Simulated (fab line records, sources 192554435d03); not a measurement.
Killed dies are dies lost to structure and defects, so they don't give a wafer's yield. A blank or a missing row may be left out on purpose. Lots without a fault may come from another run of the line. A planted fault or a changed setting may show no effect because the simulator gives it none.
Chamber matching | flow n5_finfet | N5_BEOL_M1_ETCH_69 on rie_diel-01: 4 sister chambers
The step etches SiARC in CF4, target depth 15.6 nm, time 26 s. 16 wafers are shown with their chamber, then 8 later ones without.

WAFERS WITH THEIR CHAMBER
wafer  | chamber | throttle_valve_pct (%) | showerhead_plenum_p_Torr (Torr) | drypump_motor_current_A (A)
L078.1 | 1       | 16.04                  | 2.22                            | 6.18
L078.5 | 1       | 16.04                  | 2.22                            | 6.19
L078.6 | 0       | 15.28                  | 2.18                            | 5.63
L088.1 | 0       | 15.31                  | 2.17                            | 5.67
L088.2 | 1       | 16.09                  | 2.22                            | 6.25
L088.4 | 3       | 15.49                  | 2.12                            | 5.55
L091.2 | 2       | 15.39                  | 2.08                            | 5.63
L091.3 | 0       | 15.33                  | 2.17                            | 5.69
L091.6 | 3       | 15.49                  | 2.12                            | 5.56
L090.1 | 0       | 15.33                  | 2.17                            | 5.68
L090.4 | 1       | 16.09                  | 2.21                            | 6.22
L090.6 | 3       | 15.49                  | 2.12                            | 5.55
L092.1 | 1       | 16.09                  | 2.21                            | 6.23
L092.2 | 3       | 15.49                  | 2.12                            | 5.56
L092.3 | 0       | 15.32                  | 2.17                            | 5.66
L094.2 | 3       | 15.51                  | 2.12                            | 5.55

SIGNATURES (means of the wafers above)
reading                  | chamber 0 | chamber 1 | chamber 2 | chamber 3 | scatter within a chamber
throttle_valve_pct       | 15.3140   | 16.0700   | 15.3900   | 15.4940   | 0.0205
showerhead_plenum_p_Torr | 2.1720    | 2.2160    | 2.0800    | 2.1200    | 0.00408
drypump_motor_current_A  | 5.6660    | 6.2140    | 5.6300    | 5.5540    | 0.0215
Rule: a wafer's distance from a chamber is the root of the sum, over the readings, of the square of ((its reading less the chamber's mean) divided by the reading's scatter). The wafer belongs to the nearest chamber; if the next one is less than 2 further off, it can't be placed. The scatter: the root of (the sum of the squares of (reading less its chamber's mean) over the shown wafers, divided by (wafers less chambers)).

WAFERS WITHOUT THEIR CHAMBER
wafer  | throttle_valve_pct (%) | showerhead_plenum_p_Torr (Torr) | drypump_motor_current_A (A)
L094.3 | 15.35                  | 2.17                            | 5.66
L094.4 | 15.43                  | 2.08                            | 5.63
L095.1 | 15.50                  | 2.12                            | 5.56
L095.4 | 15.42                  | 2.08                            | 5.62
L095.5 | 16.11                  | 2.21                            | 6.20
L097.3 | 15.35                  | 2.17                            | 5.70
L097.4 | 16.12                  | 2.21                            | 6.17
L097.5 | 15.35                  | 2.17                            | 5.67

WHICH CHAMBER EACH WENT THROUGH
wafer  | from the rows above | in truth
L094.3 | 0                   | 0
L094.4 | 2                   | 2
L095.1 | 3                   | 3
L095.4 | 2                   | 2
L095.5 | 1                   | 1
L097.3 | 0                   | 0
L097.4 | 1                   | 1
L097.5 | 0                   | 0
Placed correctly: 8 of 8. Can't be placed from these rows: 0. Placed wrongly: 0.
